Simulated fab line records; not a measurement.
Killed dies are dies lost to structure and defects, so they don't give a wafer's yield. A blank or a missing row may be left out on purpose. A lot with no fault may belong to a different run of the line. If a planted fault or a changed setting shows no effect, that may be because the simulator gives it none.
Lot-split experiment	flow n5-finfet	21 wafers read from 7 lots, route of 1938 steps

## SPLIT DETAILS
At N5_BEOL_M7_PECVD_70 (deposits SiO2 from TEOS/O2, target thk 20 nm, time 22.7 s), the setting temp-c was moved away from the recipe's 400 C on 9 of the 21 wafers read, by -3.0% to +2.2%. This setting was run at the recipe's value on the other wafers.

## FROM THE SPLIT TO THE READING: what the file shows between them, 3 steps
- N5_BEOL_M7_HM_DEP_02: deposits TiN, target thk 20 nm
- N5_BEOL_M7_COAT_59: time 60 s, resist thk 100 nm
- N5_BEOL_M7_STRIP_80: strips in N2/H2, time 10 s

## THE READING
SiO2_of_BEOL_M7_PECVD_70.thk-nm (the simulator's own value, which no gauge read), in nm, at N5_BEOL_M7_HM_STRIP_39 (strips TiN in peroxide tin strip, target depth 25 nm, time 158 s). The file gives no usual value for it. The 12 wafers here that ran the recipe average 19.8 nm, standard deviation 0.23 nm.

wafer	tool, chamber at the split	temp-c as run, C	against the recipe	SiO2_of_BEOL_M7_PECVD_70.thk-nm, nm	against lot-mates on the recipe
L074.1	pecvd-01, 0	408.8	+2.2%	18.6	-1.2
L074.2	pecvd-01, 1	400	recipe	19.8	-
L074.6	pecvd-01, 0	408.8	+2.2%	19.2	-0.6
L076.1	pecvd-03, 0	400	recipe	19.8	-
L076.3	pecvd-03, 0	388	-3.0%	21.8	+2.0
L076.6	pecvd-03, 0	388	-3.0%	21.6	+1.8
L078.3	pecvd-02, 0	400	recipe	19.6	-
L078.4	pecvd-02, 2	400	recipe	19.8	-
L078.6	pecvd-02, 0	400	recipe	20	-
L081.1	pecvd-02, 1	391	-2.2%	20.6	+1.2
L081.2	pecvd-02, 2	400	recipe	19.4	-
L081.6	pecvd-02, 1	391	-2.2%	20.8	+1.4
L080.1	pecvd-02, 2	400	recipe	19.4	-
L080.3	pecvd-02, 0	391.9	-2.0%	20.6	+1.0
L080.5	pecvd-02, 2	400	recipe	19.8	-
L088.2	pecvd-01, 1,0	400	recipe	19.6	-
L088.3	pecvd-01, 1,0	400	recipe	19.8	-
L088.5	pecvd-01, 0	400	recipe	20	-
L097.2	pecvd-03, 0,2	394.8	-1.3%	20.4	+0.2
L097.3	pecvd-03, 0,2	394.8	-1.3%	20.4	+0.2
L097.5	pecvd-03, 0	400	recipe	20.2	-
If several chambers appear in one row, that row covers several wafers at once and the file leaves open which wafer was in which chamber.

THE FIT
A straight line over all 21 wafers: SiO2_of_BEOL_M7_PECVD_70.thk-nm changes by -0.498 nm for each +1% of temp-c; r = -0.94; the points scatter about the line by 0.27 nm.
The same after taking each lot's own level away (the mean of its wafers on the recipe; 21 wafers): -0.52 nm for each +1%; r = -0.94; scatter 0.26 nm.
That fit puts the effect of the largest move of temp-c on the reading at 1.6 nm.
The span of the lots' own levels, 19.40 to 20.20 nm, comes to 3.5 times the standard deviation stated above.
So the lot-to-lot level changes the slope little: the two slopes agree.
Check: for one of the wafers moved furthest among these (-3.0%), held out of the fit, the line's prediction against its lot-mates is +1.47 nm. Against them it came out at +2 nm.

## ADDITIONAL SPLITS CARRIED BY THESE WAFERS
Before the reading, these wafers also passed through other splits. Each is held against what the fit with the lots' levels taken away leaves over:
other split on the same wafers	wafers away from the commonest value	r with SiO2_of_BEOL_M7_PECVD_70.thk-nm (lot level and that fit taken away)
N5_BEOL_M4_HM_DEP_02 target-thk-a	6	+0.06
N5_BEOL_M5_COAT_05 spin-rpm	11	+0.38
N5_BEOL_M5_ETCH_72 bias-w	3	-0.54
N5_BEOL_M6_TRENCH_ETCH_37 time-s	4	+0.05

## THE WHOLE CHAIN: every reading that the file lists as answering this split, in the file's order
step	what it does	reading	change (the file's fit)	r (the file's)
N5_BEOL_M7_PECVD_70	deposits SiO2 from TEOS/O2, target thk 20 nm, time 22.7 s	SiO2_of_BEOL_M7_PECVD_70.thk-nm (the simulator's own value, which no gauge read)	-0.531 nm for each +1% of the setting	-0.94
N5_BEOL_M7_HM_STRIP_39	strips TiN in peroxide tin strip, target depth 25 nm, time 158 s	SiO2_of_BEOL_M7_PECVD_70.thk-nm (the simulator's own value, which no gauge read)	-0.522 nm for each +1% of the setting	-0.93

## THE FILE'S OWN FIT
SiO2_of_BEOL_M7_PECVD_70.thk-nm changes by -0.522 nm for each +1% of temp-c, r = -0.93.
